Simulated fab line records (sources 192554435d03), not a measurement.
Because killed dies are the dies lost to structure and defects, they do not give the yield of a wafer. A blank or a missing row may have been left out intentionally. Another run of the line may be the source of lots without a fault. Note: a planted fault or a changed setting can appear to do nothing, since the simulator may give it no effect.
fab line records	flow n5Finfet
record: lots: 7	wafers: 21
route steps=1938 shown MOL_CONTACT_COAG@613 BEOL_M1@778 BEOL_M2@881 BEOL_M3@941
startH: hours from the record's opening day to when the first of the lot's shown wafers began	waitH: how many hours have passed since the lot's step before this one	" same as the row above	L1.1+2: a row that stands for several wafers	- value missing, or start not given	* or withheld: withheld	< > ~ a bound
route shown NAME@n: names a module that has steps shown in the file, with the first one's number in the route	usual: mean and standard deviation over wafers with no fault	same: alike in all rows	chamber/n: place in a boat	sites: per-site readings	_std_site: the values' standard deviation	_edge_site: outer sites' mean less inner sites'	radiusMm: for every site, how far away it sits from the centre of the wafer	mask NAME#n: copy n	behind: the tool/chamber that last shaped the wafer	hold: why the lot went on hold/how many hours it stayed there/how the hold came to an end	device: transistor that didn't switch, given as n, p or np	end of line: the same wafers' tests at the end of the route	for a step that has no rows: nothing shown but its recipe	killed: the dies lost at the first sort to structure and to defects; this is not the yield of the wafer	map: a wafer's dies, x killed, . not, _ none there
set.NAME: setting as actually run; set.NAME@STEP: the setting as run at that earlier step	model.NAME: the simulator's own value behind a step, which no gauge read
lots where settings were altered on purpose, with a table for each step and a row for each wafer
== steps ==
step: N5_MOL_CONTACT_COAG_ETCHBACK_136
recipe: chemistry: CHF3	target: SiO2	targetDepthA: 250	timeS: 16.7	ionEnergyEv: 200	pressureMtorr: 30	sourceW: 610	biasW: 170	Ar_flow_sccm: 200	CHF3_flow_sccm: 50
lot.wafer	tool	chamber	startH	waitH	set.targetDepthA
L074.1	rieDiel-06	2	105.99	0.0	250
L074.2+3	"	0,1	"	"	238.8
L079.3+5	rieDiel-03	1,3	132.72	0.0	250
L079.6	"	2	"	"	259.4
L084.1+2+5	rieDiel-06	0,1,3	162.04	0.0	250
L087.3+5	rieDiel-01	0	176.08	0.0	250
L087.6	"	1	"	"	219.8
L088.1+2+3	rieDiel-01	1,0,3	181.35	0.0	250
L092.4+6	rieDiel-06	0,3	209.58	0.0	263.8
L092.5	"	2	"	"	250
L095.2+3+6	rieDiel-03	2,1,3	233.62	0.0	250
step: N5_MOL_CONTACT_COAG_STRIP_120
recipe: chemistry: CHF3	resist: SiARC	rfFrequencyHz: 6e+07
step: N5_MOL_CONTACT_COAG_VIA_ETCH_117
recipe: chemistry: C4F6/O2	targetDepthA: 400	overetchA: 80	maskMaterial: SOC	target: SiO2	biasW: 455	pressureMtorr: 10	timeS: 26	sourceW: 325	Ar_flow_sccm: 300	C4F6_flow_sccm: 10	O2_flow_sccm: 10	ionEnergyEv: 575.3	ends: endPoint
lot.wafer	tool	chamber	startH	waitH	set.targetDepthA@MOL_CONTACT_COAG_ETCHBACK_136	model.MOL_CONTACT_COAG.featureDepthNm	model.etch.depthNm
L074.1	rieDiel-06	2	106.02	0.0	250	39.8	39.71
L074.2	"	0	"	"	238.8	40.8	40.72
L074.3	"	1	"	"	238.8	41.2	41.21
L079.3	rieDiel-03	1	132.76	0.0	250	40.2	40.17
L079.5	"	3	"	"	250	40.2	40.26
L079.6	"	2	"	"	259.4	40	39.97
L084.1	rieDiel-06	0	162.07	0.0	250	40.2	40.28
L084.2	"	1	"	"	250	40.2	40.29
L084.5	"	3	"	"	250	40.4	40.44
L087.3	rieDiel-01	0	176.11	0.0	250	39.2	39.28
L087.5	"	0	"	"	250	39.6	39.52
L087.6	"	1	"	"	219.8	42.6	42.58
L088.1	rieDiel-01	1	181.38	0.0	250	39.8	39.89
L088.2	"	0	"	"	250	40	40.04
L088.3	"	3	"	"	250	40.6	40.55
L092.4	rieDiel-06	0	209.62	0.0	263.8	38.4	38.36
L092.5	"	2	"	"	250	39.4	39.49
L092.6	"	3	"	"	263.8	38.8	38.79
L095.2	rieDiel-03	2	233.65	0.0	250	41.2	41.17
L095.3	"	1	"	"	250	40.2	40.13
L095.6	"	3	"	"	250	40.6	40.51
step: N5_MOL_CONTACT_COAG_CVD_140
recipe: material: W	targetThkA: 665	mode: selectiveFill	tempC: 300	timeS: 215
lot.wafer	tool	chamber	startH	waitH	set.targetThkA	model.W_of_MOL_CONTACT_COAG_CVD_140.thkNm
L074.1	cvdW-01	0	106.51	0.1	665	65.2
L074.2	"	1	"	"	714.1	70.6
L074.3	"	1	"	"	665	65.4
L079.3	cvdW-01	0	133.32	0.1	665	66
L079.5	"	1	"	"	744.5	75
L079.6	"	0	"	"	665	65.8
L084.1	cvdW-02	1	162.64	0.1	665	68
L084.2	"	1	"	"	665	67.4
L084.5	"	1	"	"	612.7	62.4
L087.3	cvdW-01	1	176.84	0.2	665	65.8
L087.5	"	1	"	"	665	65.6
L087.6	"	1	"	"	665	66.4
L088.1+2	cvdW-01	1	181.95	0.1	665	66.4
L088.3	"	1	"	"	635.4	63.2
L092.4	cvdW-01	1	210.24	0.1	665	66.8
L092.5	"	0	"	"	691	67.8
L092.6	"	1	"	"	665	66
L095.2	cvdW-02	1	234.14	0.1	665	67.4
L095.3	"	0	"	"	665	66
L095.6	"	1	"	"	665	66.8
step: N5_BEOL_M1_COAT_68
recipe: resist: SiARC	tempC: 220	timeS: 60	spinRpm: 1500	resistThkNm: 12
lot.wafer	tool	chamber	startH	waitH	set.spinRpm	model.SiARC_of_BEOL_M1_COAT_68.thkNm
L074.1	lithoTrack-02	0	-	-	1500	12
L074.2	"	0	"	"	1500	12.2
L074.3	"	0	"	"	1588	11.8
L079.3+6	lithoTrack-02	0	-	-	1500	12
L079.5	"	0	"	"	1413	12.4
L084.1+2+5	lithoTrack-02	0	-	-	1500	12
L087.3+6	lithoTrack-02	0	-	-	1645	11.6
L087.5	"	0	"	"	1500	12.2
L088.1+3	lithoTrack-01	0	-	-	1570	11.8
L088.2	"	0	"	"	1500	12
L092.4	lithoTrack-04	0	-	-	1500	12
L092.5+6	"	0	"	"	1587	11.6
L095.2+3+6	lithoTrack-02	0	-	-	1500	12
step: N5_BEOL_M1_COAT_76
recipe: resist: underlayer	tempC: 205	timeS: 60	spinRpm: 1500	resistThkNm: 5
step: N5_BEOL_M1_COAT_22
recipe: resist: CAR-EUV	spinRpm: 1500	resistThkNm: 30
step: N5_BEOL_M1_DESCUM_33
recipe: chemistry: O2	timeS: 7	sourcePowerW: 50	biasPowerW: 20	pressureMtorr: 20	rfFrequencyHz: 2.712e+07	tempC: 40	resist: CAR-EUV	o2FlowSccm: 225
step: N5_BEOL_M1_ETCH_77
recipe: chemistry: N2/H2	target: underlayer	targetDepthA: 65	maskMaterial: CAR-EUV	timeS: 5.2	ionEnergyEv: 200	pressureMtorr: 30	sourceW: 840	biasW: 150	n2FlowSccm: 200	h2FlowSccm: 200	ends: cleared
step: N5_BEOL_M1_ETCH_69
recipe: chemistry: CF4	target: SiARC	targetDepthA: 156	maskMaterial: CAR-EUV	timeS: 26	ionEnergyEv: 80	pressureMtorr: 40	sourceW: 545	biasW: 36	Ar_flow_sccm: 100	cf4FlowSccm: 100	ends: cleared
lot.wafer	tool	chamber	startH	waitH	set.spinRpm@BEOL_M1_COAT_68	model.etch.depthNm
L074.1	rieDiel-02	1	132.65	0.0	1500	12.06
L074.2	"	0	"	"	1500	12.1
L074.3	"	2	"	"	1588	11.76
L079.3	rieDiel-02	2	154.18	0.0	1500	12.03
L079.5	"	3	"	"	1413	12.38
L079.6	"	2	"	"	1500	12.04
L084.1	rieDiel-05	1	184.00	0.0	1500	12.06
L084.2	"	3	"	"	1500	12.08
L084.5	"	3	"	"	1500	12.02
L087.3	rieDiel-02	2	197.84	0.0	1645	11.55
L087.5	"	0	"	"	1500	12.12
L087.6	"	3	"	"	1645	11.56
L088.1	rieDiel-05	1	203.84	0.0	1570	11.7
L088.2	"	3	"	"	1500	12
L088.3	"	2	"	"	1570	11.72
L092.4	rieDiel-02	2	228.68	0.0	1500	12.01
L092.5	"	2	"	"	1587	11.69
L092.6	"	1	"	"	1587	11.67
L095.2+3	rieDiel-02	0,2	258.24	0.0	1500	12
L095.6	"	0	"	"	1500	12.01
step: N5_BEOL_M1_ALD_98
recipe: material: SiO2	targetThkA: 25	tempC: 100	aldPrecursorFamily: BDEAS	aldCoReactant: O2-plasma	pulseTimeS: 1	coReactantPulseTimeS: 1	purgeTimeS: 2	coReactantPurgeTimeS: 2	aldCycles: 17	pressureTorr: 2
step: N5_BEOL_M1_ETCHBACK_99
recipe: chemistry: CHF3	target: SiO2	targetDepthA: 50	timeS: 10.4	sourceW: 215	biasW: 47	Ar_flow_sccm: 200	CHF3_flow_sccm: 12	ionEnergyEv: 100	pressureMtorr: 30
lot.wafer	tool	chamber	startH	waitH	set.spinRpm@BEOL_M1_COAT_68	model.CAR-EUV_of_BEOL_M1_COAT_22.thkNm
L074.1+2	rieDiel-05	1,3	133.81	1.0	1500	10.4
L074.3	"	2	"	"	1588	10.8
L079.3	rieDiel-05	0	156.25	1.9	1500	10.8
L079.5	"	2	"	"	1413	10.4
L079.6	"	3	"	"	1500	10.6
L084.1	rieDiel-04	2	184.47	0.2	1500	10.4
L084.2+5	"	1	"	"	1500	10.6
L087.3	rieDiel-04	3	202.49	4.0	1645	10.8
L087.5	"	1	"	"	1500	10.2
L087.6	"	2	"	"	1645	10.6
L088.1	rieDiel-04	3	210.46	6.1	1570	10.8
L088.2	"	1	"	"	1500	10.6
L088.3	"	2	"	"	1570	10.6
L092.4	rieDiel-04	2	230.53	1.7	1500	10.6
L092.5+6	"	3,0	"	"	1587	10.8
L095.2+3+6	rieDiel-05	1,2,1	269.78	11.4	1500	10.4
step: N5_BEOL_M2_ETCH_69
recipe: chemistry: CF4	target: SiARC	targetDepthA: 156	maskMaterial: CAR-EUV	timeS: 26	ionEnergyEv: 80	pressureMtorr: 40	sourceW: 545	biasW: 36	Ar_flow_sccm: 100	cf4FlowSccm: 100	ends: cleared
usual: rfVppV: 184.3/1
lot.wafer	tool	chamber	startH	waitH	set.biasW	rfVppV
L074.1	rieDiel-06	3	140.66	0.0	36	184.3
L074.2	"	0	"	"	39.27	193.5
L074.3	"	2	"	"	39.27	194.1
L079.3	rieDiel-03	3	163.13	0.0	36	184.2
L079.5	"	3	"	"	36	181.4
L079.6	"	0	"	"	36	183.8
L084.1	rieDiel-03	1	193.01	0.0	36	185.0
L084.2	"	3	"	"	36	183.8
L084.5	"	2	"	"	36	183.5
L087.3	rieDiel-01	3	211.50	0.0	36	184.1
L087.5	"	0	"	"	36	185.8
L087.6	"	3	"	"	36	183.3
L088.1	rieDiel-01	3	217.48	0.0	36	183.3
L088.2	"	2	"	"	40.94	200.8
L088.3	"	0	"	"	40.94	200.9
L092.4	rieDiel-03	0	239.06	0.0	42.23	203.4
L092.5	"	1	"	"	42.23	204.5
L092.6	"	0	"	"	36	183.9
L095.2	rieDiel-01	0	276.58	0.0	36	185.6
L095.3	"	3	"	"	36	184.3
L095.6	"	3	"	"	36	183.3
step: N5_BEOL_M3_EXPOSE_08
recipe: maskId: M3	na: 0.33	sourceShape: dipole	sigmaInner: 0.369	sigmaOuter: 0.767	polarization: unpolarized	doseMj: 33
lot.wafer	tool	chamber	startH	waitH	mask	set.doseMj
L074.1+2	euvScanner-01	0	146.83	-	M3#0	33
L074.3	"	0	"	"	M3#0	30.98
L079.3+5	euvScanner-02	0	170.48	-	M3#0	33
L079.6	"	0	"	"	M3#0	35.3
L084.1+2	euvScanner-02	0	203.11	-	M3#0	33
L084.5	"	0	"	"	M3#0	31.25
L087.3	euvScanner-01	0	223.34	-	M3#0	33.95
L087.5+6	"	0	"	"	M3#0	33
L088.1	euvScanner-02	0	224.13	-	M3#0	33
L088.2+3	"	0	"	"	M3#0	31.69
L092.4+5+6	euvScanner-02	0	249.54	-	M3#0	33
L095.2+3+6	euvScanner-01	0	285.58	-	M3#0	33
step: N5_BEOL_M3_PEB_09
recipe: pebTempC: 100	pebTimeS: 60	resist: CAR-EUV
step: N5_BEOL_M3_DEVELOP_10
recipe: developTimeS: 30	developer: TMAH	resist: CAR-EUV	rinseLiquid: surfactantRinse	dry: airSpin	devTempC: 23
step: N5_BEOL_M3_CD_MEAS_11
recipe: targetCdNm: 17.05	landingEnergyEv: 500	detector: seInlens	polarity: opening
usual: cdNm: 17.10/0.25
lot.wafer	tool	chamber	startH	waitH	set.doseMj@BEOL_M3_EXPOSE_08	cdNm
L074.1	cdSem-03	0	146.96	-	33	17.08
L074.2	"	0	"	"	33	17.05
L074.3	"	0	"	"	30.98	15.88
L079.3	cdSem-03	0	170.60	-	33	17.53
L079.5	"	0	"	"	33	17.46
L079.6	"	0	"	"	35.3	18.36
L084.1	cdSem-02	0	203.23	-	33	17.03
L084.2	"	0	"	"	33	17.16
L084.5	"	0	"	"	31.25	16.03
L087.3	cdSem-01	0	223.46	-	33.95	17.67
L087.5	"	0	"	"	33	17.04
L087.6	"	0	"	"	33	17.02
L088.1	cdSem-02	0	224.25	-	33	17.19
L088.2	"	0	"	"	31.69	16.31
L088.3	"	0	"	"	31.69	16.44
L092.4	cdSem-03	0	249.65	-	33	16.98
L092.5	"	0	"	"	33	16.76
L092.6	"	0	"	"	33	16.71
L095.2	cdSem-02	0	285.70	-	33	17.06
L095.3	"	0	"	"	33	17.23
L095.6	"	0	"	"	33	17.22
step: N5_BEOL_M3_DESCUM_16
recipe: chemistry: O2	timeS: 7	sourcePowerW: 50	biasPowerW: 20	pressureMtorr: 20	rfFrequencyHz: 2.712e+07	tempC: 40	resist: CAR-EUV	o2FlowSccm: 225
step: N5_BEOL_M3_ETCH_74
recipe: chemistry: N2/H2	target: underlayer	targetDepthA: 65	maskMaterial: CAR-EUV	timeS: 5.2	ionEnergyEv: 200	pressureMtorr: 30	sourceW: 840	biasW: 150	n2FlowSccm: 200	h2FlowSccm: 200	ends: cleared
lot.wafer	tool	chamber	startH	waitH	set.doseMj@BEOL_M3_EXPOSE_08	model.BEOL_M3.cdOffsetNm
L074.1	rieDiel-05	1	147.25	0.0	33	0.4
L074.2	"	2	"	"	33	0
L074.3	"	0	"	"	30.98	-1
L079.3+5	rieDiel-04	2,0	170.85	0.0	33	0
L079.6	"	1	"	"	35.3	1.4
L084.1	rieDiel-05	3	203.97	0.0	33	-0.2
L084.2	"	2	"	"	33	0.2
L084.5	"	1	"	"	31.25	-1
L087.3	rieDiel-02	0	224.35	0.0	33.95	0.6
L087.5+6	"	1,0	"	"	33	-0.2
L088.1	rieDiel-04	3	224.66	0.0	33	0.2
L088.2+3	"	2,0	"	"	31.69	-0.6
L092.4	rieDiel-05	2	249.81	0.0	33	0
L092.5	"	3	"	"	33	-0.4
L092.6	"	2	"	"	33	0.2
L095.2+3	rieDiel-05	2,1	285.98	0.0	33	0
L095.6	"	1	"	"	33	0.2
step: N5_BEOL_M3_ETCH_63
recipe: chemistry: CF4	target: SiARC	targetDepthA: 156	maskMaterial: CAR-EUV	timeS: 26	ionEnergyEv: 80	pressureMtorr: 40	sourceW: 545	biasW: 36	Ar_flow_sccm: 100	cf4FlowSccm: 100	ends: cleared
lot.wafer	tool	chamber	startH	waitH	set.doseMj@BEOL_M3_EXPOSE_08	model.BEOL_M3.cdOffsetNm
L074.1	rieDiel-05	1	147.27	0.0	33	0.2
L074.2	"	2	"	"	33	0
L074.3	"	0	"	"	30.98	-1.2
L079.3	rieDiel-04	2	170.87	0.0	33	0.2
L079.5	"	0	"	"	33	0
L079.6	"	1	"	"	35.3	1.4
L084.1	rieDiel-05	3	203.99	0.0	33	-0.2
L084.2	"	2	"	"	33	0.2
L084.5	"	1	"	"	31.25	-1
L087.3	rieDiel-02	0	224.36	0.0	33.95	0.6
L087.5+6	"	1,0	"	"	33	-0.2
L088.1	rieDiel-04	3	224.68	0.0	33	0.4
L088.2	"	2	"	"	31.69	-0.6
L088.3	"	0	"	"	31.69	-0.8
L092.4	rieDiel-05	2	249.82	0.0	33	0
L092.5	"	3	"	"	33	-0.4
L092.6	"	2	"	"	33	0.2
L095.2+3	rieDiel-05	2,1	286.00	0.0	33	0
L095.6	"	1	"	"	33	0.2
step: N5_BEOL_M3_ETCH_64
recipe: chemistry: N2/H2	target: SOC	targetDepthA: 750	overetchA: 150	maskMaterial: SiARC	tempC: 40	timeS: 112.5	ionEnergyEv: 200	pressureMtorr: 30	sourceW: 840	biasW: 150	n2FlowSccm: 200	h2FlowSccm: 200
lot.wafer	tool	chamber	startH	waitH	set.timeS	set.doseMj@BEOL_M3_EXPOSE_08	model.SiARC_of_BEOL_M3_COAT_62.thkNm	model.BEOL_M3.cdOffsetNm
L074.1	rieDiel-05	1	147.30	0.0	90.76	33	7.8	-0.2
L074.2	"	2	"	"	90.76	33	8	-0.6
L074.3	"	0	"	"	90.76	30.98	7.8	-1.6
L079.3	rieDiel-04	2	170.90	0.0	92.55	33	7.6	-0.2
L079.5	"	0	"	"	92.55	33	7.6	-0.8
L079.6	"	1	"	"	112.5	35.3	7.2	1.4
L084.1	rieDiel-05	3	204.02	0.0	112.5	33	6.8	-0.2
L084.2	"	2	"	"	133.7	33	6.2	0.6
L084.5	"	1	"	"	112.5	31.25	6.8	-1.2
L087.3	rieDiel-02	0	224.39	0.0	134.9	33.95	5.8	1.2
L087.5	"	1	"	"	112.5	33	6.6	0
L087.6	"	0	"	"	112.5	33	7	0.2
L088.1	rieDiel-04	3	224.70	0.0	112.5	33	6.8	0
L088.2	"	2	"	"	95.57	31.69	7.4	-1
L088.3	"	0	"	"	95.57	31.69	7.4	-1.4
L092.4+6	rieDiel-05	2	249.85	0.0	103.8	33	7.4	-0.2
L092.5	"	3	"	"	112.5	33	6.8	-0.4
L095.2	rieDiel-05	2	286.03	0.0	112.5	33	7	0
L095.3	"	1	"	"	112.5	33	6.8	0
L095.6	"	1	"	"	112.5	33	6.8	0.2
step: N5_BEOL_M3_STRIP_65
recipe: chemistry: N2/H2	tempC: 40	n2FlowSccm: 200	h2FlowSccm: 200	rfFrequencyHz: 6e+07
step: N5_BEOL_M3_STRIP_75
recipe: chemistry: N2/H2	tempC: 40	n2FlowSccm: 200	h2FlowSccm: 200	rfFrequencyHz: 6e+07
step: N5_BEOL_M3_HM_OPEN_17
recipe: chemistry: Cl2/BCl3	targetDepthA: 200	overetchA: 60	target: TiN	maskMaterial: SOC	ionEnergyEv: 150	pressureMtorr: 10	icpW: 1000	biasW: 126	Cl2_flow_sccm: 53.25	bcl3FlowSccm: 21.75	Ar_flow_sccm: 25
step: N5_BEOL_M3_STRIP_19
recipe: chemistry: O2	powerW: 400	tempC: 40	pressureMtorr: 30	rfFrequencyHz: 6e+07	biasPowerW: 0	overashFraction: 0.2	o2FlowSccm: 225
step: N5_BEOL_M3_CD_MEAS_18
recipe: pitchNm: 36	targetCdNm: 18
usual: cdNm: 18.1/0.31
lot.wafer	tool	chamber	startH	waitH	set.doseMj@BEOL_M3_EXPOSE_08	cdNm
L074.1	cdSem-03	-	147.64	0.0	33	17.7
L074.2	"	-	"	"	33	17.8
L074.3	"	-	"	"	30.98	16.7
L079.3	cdSem-03	-	171.25	0.1	33	17.7
L079.5	"	-	"	"	33	16.9
L079.6	"	-	"	"	35.3	19.2
L084.1	cdSem-03	-	204.37	0.0	33	18.3
L084.2	"	-	"	"	33	18.7
L084.5	"	-	"	"	31.25	16.9
L087.3	cdSem-01	-	224.74	0.1	33.95	19.3
L087.5	"	-	"	"	33	18.1
L087.6	"	-	"	"	33	18.2
L088.1	cdSem-02	-	225.08	0.0	33	18.5
L088.2	"	-	"	"	31.69	17.4
L088.3	"	-	"	"	31.69	16.7
L092.4	cdSem-01	-	250.21	0.1	33	17.8
L092.5	"	-	"	"	33	18.0
L092.6	"	-	"	"	33	17.4
L095.2	cdSem-01	-	286.53	0.1	33	17.9
L095.3	"	-	"	"	33	18.0
L095.6	"	-	"	"	33	17.7
step: N5_BEOL_M3_TRENCH_ETCH_37
recipe: chemistry: C4F6/O2	targetDepthA: 555.55	target: SiOC	timeS: 29.2	ionEnergyEv: 250	pressureMtorr: 30	sourceW: 355	biasW: 185	Ar_flow_sccm: 300	C4F6_flow_sccm: 10	O2_flow_sccm: 10
usual: rfVppV: 671/16
lot.wafer	tool	chamber	startH	waitH	set.biasW	rfVppV
L074.1	rieDiel-04	1	-	-	210.1	752
L074.2	"	3	"	"	185	679
L074.3	"	0	"	"	210.1	759
L079.3	rieDiel-04	1	-	-	185	682
L079.5	"	2	"	"	185	683
L079.6	"	3	"	"	168.3	627
L084.1	rieDiel-02	2	-	-	201.7	744
L084.2	"	0	"	"	201.7	706
L084.5	"	0	"	"	185	659
L087.3	rieDiel-02	2	-	-	160.9	622
L087.5	"	0	"	"	185	661
L087.6	"	1	"	"	160.9	597
L088.1	rieDiel-05	0	-	-	185	683
L088.2	"	2	"	"	185	634
L088.3	"	3	"	"	170.9	628
L092.4	rieDiel-04	2	-	-	208.1	749
L092.5	"	0	"	"	185	686
L092.6	"	3	"	"	185	677
L095.2	rieDiel-02	2	-	-	185	696
L095.3	"	0	"	"	185	661
L095.6	"	3	"	"	185	657
== key ==
split: step: N5_MOL_CONTACT_COAG_ETCHBACK_136	setting: targetDepthA	stated: 250	by: wafer
response: step: N5_MOL_CONTACT_COAG_VIA_ETCH_117	reading: model.MOL_CONTACT_COAG.featureDepthNm	change: -0.234	per: 1%	r: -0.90
response: step: N5_MOL_CONTACT_COAG_VIA_ETCH_117	reading: model.etch.depthNm	change: -0.238	per: 1%	r: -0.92
split: step: N5_MOL_CONTACT_COAG_CVD_140	setting: targetThkA	stated: 665	by: wafer
response: step: N5_MOL_CONTACT_COAG_CVD_140	reading: model.W_of_MOL_CONTACT_COAG_CVD_140.thkNm	change: +0.711	per: 1%	r: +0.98
split: step: N5_BEOL_M1_COAT_68	setting: spinRpm	stated: 1500	by: wafer
response: step: N5_BEOL_M1_COAT_68	reading: model.SiARC_of_BEOL_M1_COAT_68.thkNm	change: -0.0605	per: 1%	r: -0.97
response: step: N5_BEOL_M1_ETCH_69	reading: model.etch.depthNm	change: -0.0578	per: 1%	r: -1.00
response: step: N5_BEOL_M1_ETCHBACK_99	reading: model.CAR-EUV_of_BEOL_M1_COAT_22.thkNm	change: +0.0486	per: 1%	r: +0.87
split: step: N5_BEOL_M2_ETCH_69	setting: biasW	stated: 36	by: wafer
response: step: N5_BEOL_M2_ETCH_69	reading: rfVppV	change: +1.18	per: 1%	r: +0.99
split: step: N5_BEOL_M3_EXPOSE_08	setting: doseMj	stated: 33	by: wafer
response: step: N5_BEOL_M3_CD_MEAS_11	reading: cdNm	change: +0.174	per: 1%	r: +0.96
response: step: N5_BEOL_M3_ETCH_74	reading: model.BEOL_M3.cdOffsetNm	change: +0.202	per: 1%	r: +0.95
response: step: N5_BEOL_M3_ETCH_63	reading: model.BEOL_M3.cdOffsetNm	change: +0.21	per: 1%	r: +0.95
response: step: N5_BEOL_M3_ETCH_64	reading: model.BEOL_M3.cdOffsetNm	change: +0.26	per: 1%	r: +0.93
response: step: N5_BEOL_M3_CD_MEAS_18	reading: cdNm	change: +0.265	per: 1%	r: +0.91
split: step: N5_BEOL_M3_ETCH_64	setting: timeS	stated: 112.5	by: wafer
response: step: N5_BEOL_M3_ETCH_64	reading: model.SiARC_of_BEOL_M3_COAT_62.thkNm	change: -0.0384	per: 1%	r: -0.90
split: step: N5_BEOL_M3_TRENCH_ETCH_37	setting: biasW	stated: 185	by: wafer
response: step: N5_BEOL_M3_TRENCH_ETCH_37	reading: rfVppV	change: +5.31	per: 1%	r: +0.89
